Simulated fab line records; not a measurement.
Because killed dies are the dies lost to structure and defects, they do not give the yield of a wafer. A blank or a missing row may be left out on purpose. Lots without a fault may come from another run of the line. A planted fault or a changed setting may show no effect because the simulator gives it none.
Split-lot trial | flow n5-finfet | 21 wafers read across 7 lots, on a route 1938 steps long

THE SPLIT ITSELF
At N5_BEOL_M7_TRENCH_ETCH_37 (etches SiCOH lowk in C4F6/O2, target depth 93.478 nm, time 31.2 s), the setting source-w was moved away from the recipe's 345 W on 8 of the 21 wafers read, by -14.3% to +9.7%. This setting was run at the recipe's value on the other wafers.

FROM THE SPLIT TO THE READING: what the file shows between them, 2 steps
- N5_BEOL_M7_ETCH_41: etches SiCN in CH3F/O2, target depth 31.9 nm, time 57.8 s
- N5_BEOL_M7_STRIP_80: strips in N2/H2, time 10 s

THE READING
trench-depth-nm, in nm, at N5_BEOL_M7_OCD_MEAS_38. A value of 93.4 nm with a standard deviation of 1.9 nm is what fault-free wafers of this fab line usually give.

wafer  | tool, chamber at the split | source-w as run, W | against the recipe | trench-depth-nm, nm | against lot-mates on the recipe
L077.2 | rie-diel-03, 0             | 345                | recipe             | 92.8                | -
L077.4 | rie-diel-03, 3             | 345                | recipe             | 93.7                | -
L077.6 | rie-diel-03, 3             | 345                | recipe             | 92.9                | -
L081.1 | rie-diel-04, 2             | 345                | recipe             | 91.8                | -
L081.2 | rie-diel-04, 3             | 345                | recipe             | 91.7                | -
L081.3 | rie-diel-04, 0             | 328.7              | -4.7%              | 91.1                | -0.7
L087.1 | rie-diel-04, 0             | 378.4              | +9.7%              | 95.6                | +5.2
L087.3 | rie-diel-04, 1             | 345                | recipe             | 90.1                | -
L087.6 | rie-diel-04, 1             | 345                | recipe             | 90.7                | -
L088.3 | rie-diel-03, 3             | 345                | recipe             | 94.5                | -
L088.4 | rie-diel-03, 0             | 295.8              | -14.3%             | 86.9                | -7.6
L088.5 | rie-diel-03, 0             | 295.8              | -14.3%             | 87.6                | -6.9
L089.2 | rie-diel-05, 0             | 316.1              | -8.4%              | 90.2                | -4.5
L089.3 | rie-diel-05, 1             | 316.1              | -8.4%              | 91.3                | -3.4
L089.4 | rie-diel-05, 2             | 345                | recipe             | 94.7                | -
L094.2 | rie-diel-03, 0             | 323.1              | -6.3%              | 90.5                | -7.2
L094.5 | rie-diel-03, 2             | 345                | recipe             | 97.7                | -
L094.6 | rie-diel-03, 1             | 323.1              | -6.3%              | 89.3                | -8.4
L097.1 | rie-diel-03, 3             | 345                | recipe             | 94.0                | -
L097.2 | rie-diel-03, 1             | 345                | recipe             | 91.1                | -
L097.3 | rie-diel-03, 2             | 345                | recipe             | 96.7                | -

THE FIT
A straight line over all 21 wafers: trench-depth-nm changes by +0.376 nm for each +1% of source-w; r = +0.75; the points scatter about the line by 1.9 nm.
The same after taking each lot's own level away (the mean of its wafers on the recipe; 21 wafers): +0.559 nm for each +1%; r = +0.87; scatter 1.8 nm.
According to that fit, moving source-w by its largest amount changes the reading by 8 nm.
Across the lots, their own levels run from 90.40 to 97.70 nm, a range of 3.8 times the standard deviation given above.
So the lot-to-lot level blurs the effect unless lot-mates are compared.
Check: for one of the wafers moved furthest among these (-14.3%), held out of the fit, the line's prediction against its lot-mates is -8.36 nm. Against them it came out at -7.6 nm.

ADDITIONAL SPLITS CARRIED BY THESE WAFERS
Other splits were also applied to these wafers ahead of the reading. Each is held against what the fit with the lots' levels taken away leaves over:
other split on the same wafers             | wafers away from the commonest value | r with trench-depth-nm (lot level and that fit taken away)
N5_BEOL_M5_ETCH_41 source-w                | 3                                    | +0.08
N5_BEOL_M6_TRENCH_ETCH_37 time-s           | 7                                    | +0.01
N5_BEOL_M6_ALD_77 co-reactant-pulse-time-s | 8                                    | +0.48

THE WHOLE CHAIN: every reading that the file lists as answering this split, in the file's order
step                      | what it does                                                      | reading                                                                   | change (the file's fit)               | r (the file's)
N5_BEOL_M7_TRENCH_ETCH_37 | etches SiCOH lowk in C4F6/O2, target depth 93.478 nm, time 31.2 s | BEOL_M7.feature-depth-nm (the simulator's own value, which no gauge read) | +0.54 nm for each +1% of the setting  | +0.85
N5_BEOL_M7_TRENCH_ETCH_37 | etches SiCOH lowk in C4F6/O2, target depth 93.478 nm, time 31.2 s | etch.depth-nm (the simulator's own value, which no gauge read)            | +0.539 nm for each +1% of the setting | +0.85
N5_BEOL_M7_OCD_MEAS_38    |                                                                   | trench-depth-nm                                                           | +0.558 nm for each +1% of the setting | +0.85

THE FILE'S OWN FIT
trench-depth-nm changes by +0.558 nm for each +1% of source-w, r = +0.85.
